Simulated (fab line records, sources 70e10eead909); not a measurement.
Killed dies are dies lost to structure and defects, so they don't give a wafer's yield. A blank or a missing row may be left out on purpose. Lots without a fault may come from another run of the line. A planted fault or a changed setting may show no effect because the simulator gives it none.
A struck lot beside a sound one | flow nand_harc | 17 steps out of a route of 1302
Sound: wafers L236.1, L236.4, L236.6. Struck: wafers L249.2, L249.4, L249.6. The cause comes at the end.
At each step with rows: each side's tool, then ch and its chambers, then its first start. Under that, the readings that differ: sound wafers | struck wafers | difference of the means | sigmas: that difference in standard deviations of wafers without a fault.
alike: readings whose means differ by less than 2 such deviations, and words and numbers that are the same on both sides. not compared: withheld readings, readings that some wafer has no value for, bounds like >300 that may hide the same value, and numbers for which the record gives no deviation and whose values overlap.
The two part at a step that has a row with sigmas, a row that says differs or no value, or rows on one side only. Numbers that don't overlap but have no deviation are shown without sigmas and don't part them. A reading that every wafer of one side lacks parts them only if that side has two wafers or more.

NHARC_P_GATE_CD_MEAS_46: target cd 720 nm.
  sound on cd_sem-02 ch 0, day 5 22:59; struck on cd_sem-01 ch 0, day 11 03:28
  alike: cd_nm
then, 1 step without rows for these wafers: NHARC_P_GATE_HARDBAKE_47 (time 80 s).
NHARC_P_GATE_DESCUM_48: chemistry O2, time 3 s.
  sound on rie_diel-02 ch 0,1,3, day 5 23:10; struck on rie_diel-02 ch 0,2,3, day 11 03:39
  alike: chamber_pressure_mTorr, drypump_motor_current_A, oes_product_au, rf_vpp_V, showerhead_plenum_p_Torr, throttle_valve_pct
  not compared: rf_hours_counter_h
then, 1 step without rows for these wafers: NHARC_P_GATE_IMPLANT_49.
NHARC_P_GATE_STRIP_111: strips in N2/H2, time 250 s.
  sound on plasma_asher-02 ch 0,1, day 5 23:31; struck on plasma_asher-02 ch 0,1, day 11 03:59
  alike: drypump_motor_current_A, heater_power_w
  not compared: rf_hours_counter_h
NHARC_P_GATE_STRIP_75: strips in O2.
  sound on plasma_asher-02 ch 0,1, day 5 23:49; struck on plasma_asher-02 ch 0,1, day 11 04:17
  alike: drypump_motor_current_A, heater_power_w
  not compared: rf_hours_counter_h
then, 6 steps without rows for these wafers: NHARC_P_GATE_STRIP_50 (strips in SPM, time 900 s); NHARC_P_GATE_DEHYDRATE_51 (time 120 s); NHARC_P_GATE_HMDS_52 (time 30 s); NHARC_P_GATE_COAT_53; NHARC_P_GATE_SOFTBAKE_54 (time 95 s); NHARC_P_GATE_EBR_55.
NHARC_P_GATE_EXPOSE_56: exposes mask P PSD, target cd 720 nm.
  sound on krf_scanner-04 ch 0, day 6 00:27; struck on krf_scanner-02 ch 0, day 11 04:56
  reading | sound                   | struck                           | difference | sigmas
  mask    | P_PSD#0 P_PSD#0 P_PSD#0 | P_PSD_R1#0 P_PSD_R1#0 P_PSD_R1#0 | differs    |
then, 2 steps without rows for these wafers: NHARC_P_GATE_PEB_57 (peb time 85 s); NHARC_P_GATE_DEVELOP_58 (time 70 s).
NHARC_P_GATE_CD_MEAS_59: target cd 720 nm.
  sound on cd_sem-03 ch 0, day 6 00:37; struck on cd_sem-03 ch 0, day 11 05:05
  reading    | sound             | struck            | difference | sigmas
  cd_nm (nm) | 721.1 719.0 719.0 | 820.5 819.8 819.3 | +100.2     | +50
then, 1 step without rows for these wafers: NHARC_P_GATE_HARDBAKE_60 (time 80 s).

WHERE THEY PART
First at NHARC_P_GATE_EXPOSE_56; last, within this record, at NHARC_P_GATE_CD_MEAS_59.

WHY: what the simulator had put in
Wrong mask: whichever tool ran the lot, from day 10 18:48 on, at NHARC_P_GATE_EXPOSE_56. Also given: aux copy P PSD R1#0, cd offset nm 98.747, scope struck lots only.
